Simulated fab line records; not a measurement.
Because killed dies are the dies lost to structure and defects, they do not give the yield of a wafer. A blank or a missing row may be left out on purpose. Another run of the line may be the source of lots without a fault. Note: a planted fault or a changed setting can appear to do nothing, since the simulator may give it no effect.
Split-lot trial | flow n5Finfet | 7 lots, 21 wafers read, on a route of 1938 steps

## ABOUT THE SPLIT
At N5_BEOL_M0_SAQP_COAT_69 (time 60 s, resist thk 90 nm), the setting spinRpm was moved away from the recipe's 1500 rpm on 5 of the 21 wafers read, by -5.7% to +8.9%. All remaining wafers had this setting at the recipe value.

## FROM THE SPLIT TO THE READING: what the file shows between them, 9 steps
- N5_BEOL_M0_SAQP_COAT_72: time 60 s, resist thk 15 nm
- N5_BEOL_M0_SAQP_COAT_87: time 60 s, resist thk 5 nm
- N5_BEOL_M0_SAQP_STRIP_89: strips in N2/H2
- N5_BEOL_M0_SAQP_ALD_48: deposits SiO2, target thk 20 nm, pulse time 1 s, co reactant pulse time 1 s
- N5_BEOL_M0_SAQP_ETCH_49: etches SiO2 in CF4/O2, target depth 37 nm
- N5_BEOL_M0_SAQP_STRIP_75: strips in CF4
- N5_BEOL_M0_CUTY_COAT_50: time 60 s, resist thk 15 nm
- N5_BEOL_M0_CUTY_DESCUM_61: chemistry O2, time 7.9 s
- N5_BEOL_M0_CUTY_ETCH_62: etches SiARC in CF4, time 58.5 s

## THE READING
etch.depthNm (the simulator's own value, which no gauge read), in nm, at N5_BEOL_M0_CUTY_ETCH_63 (etches SOC in N2/H2, target depth 82.7 nm, overetch 16.5 nm, time 124 s). No usual value for it is given in the file. Average 70.91 nm, standard deviation 0.29 nm, over the 16 wafers here run with the recipe.

wafer  | tool, chamber at the split | spinRpm as run, rpm | against the recipe | etch.depthNm, nm | against lot-mates on the recipe
L075.1 | lithoTrack-04, 0           | 1500                | recipe             | 71.04            | -
L075.3 | lithoTrack-04, 0           | 1593                | +6.2%              | 67.67            | -3.41
L075.4 | lithoTrack-04, 0           | 1500                | recipe             | 71.12            | -
L077.2 | lithoTrack-03, 0           | 1500                | recipe             | 71.28            | -
L077.3 | lithoTrack-03, 0           | 1500                | recipe             | 70.72            | -
L077.6 | lithoTrack-03, 0           | 1500                | recipe             | 71.22            | -
L078.2 | lithoTrack-03, 0           | 1634                | +8.9%              | 67.02            | -3.93
L078.4 | lithoTrack-03, 0           | 1500                | recipe             | 70.88            | -
L078.5 | lithoTrack-03, 0           | 1500                | recipe             | 71.02            | -
L082.2 | lithoTrack-04, 0           | 1500                | recipe             | 70.46            | -
L082.4 | lithoTrack-04, 0           | 1500                | recipe             | 70.26            | -
L082.6 | lithoTrack-04, 0           | 1414                | -5.7%              | 73.06            | +2.70
L084.1 | lithoTrack-03, 0           | 1620                | +8.0%              | 68.26            | -3.19
L084.3 | lithoTrack-03, 0           | 1500                | recipe             | 71.45            | -
L084.6 | lithoTrack-03, 0           | 1620                | +8.0%              | 67.72            | -3.73
L091.1 | lithoTrack-03, 0           | 1500                | recipe             | 70.91            | -
L091.2 | lithoTrack-03, 0           | 1500                | recipe             | 70.76            | -
L091.3 | lithoTrack-03, 0           | 1500                | recipe             | 70.89            | -
L095.3 | lithoTrack-04, 0           | 1500                | recipe             | 70.92            | -
L095.5 | lithoTrack-04, 0           | 1500                | recipe             | 70.72            | -
L095.6 | lithoTrack-04, 0           | 1500                | recipe             | 70.89            | -

THE FIT
A straight line over all 21 wafers: etch.depthNm changes by -0.406 nm for each +1% of spinRpm; r = -0.97; the points scatter about the line by 0.35 nm.
The same after taking each lot's own level away (the mean of its wafers on the recipe; 21 wafers): -0.455 nm for each +1%; r = -0.99; scatter 0.21 nm.
That fit puts the effect of the largest move of spinRpm on the reading at 4.1 nm.
The span of the lots' own levels, 70.360 to 71.450 nm, comes to 3.8 times the standard deviation stated above.
Hence the slope depends on the lot-to-lot level, as the two fits are not the same.
Check: for one of the wafers moved furthest among these (+8.9%), held out of the fit, the line's prediction against its lot-mates is -4.12 nm. It came out at -3.93 nm against them.

## THE OTHER SPLITS THESE WAFERS WENT THROUGH
Before the reading, these wafers also passed through other splits. Each is held against what the fit with the lots' levels taken away leaves over:
other split on the same wafers            | wafers away from the commonest value | r with etch.depthNm (lot level and that fit taken away)
N5_BEOL_M0_SAQP_SPACER2_ALD_26 targetThkA | 6                                    | -0.06

## THE WHOLE CHAIN: every reading that the file lists as answering this split, in the file's order
step                    | what it does                                                            | reading                                                                            | change (the file's fit)               | r (the file's)
N5_BEOL_M0_SAQP_COAT_69 | time 60 s, resist thk 90 nm                                             | SOC_of_BEOL_M0_SAQP_COAT_69.thkNm (the simulator's own value, which no gauge read) | -0.448 nm for each +1% of the setting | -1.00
N5_BEOL_M0_SAQP_ETCH_49 | etches SiO2 in CF4/O2, target depth 37 nm                               | SOC_of_BEOL_M0_SAQP_COAT_69.thkNm (the simulator's own value, which no gauge read) | -0.461 nm for each +1% of the setting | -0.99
N5_BEOL_M0_CUTY_ETCH_63 | etches SOC in N2/H2, target depth 82.7 nm, overetch 16.5 nm, time 124 s | etch.depthNm (the simulator's own value, which no gauge read)                      | -0.462 nm for each +1% of the setting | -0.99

## THE FILE'S OWN FIT
etch.depthNm changes by -0.462 nm for each +1% of spinRpm, r = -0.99.
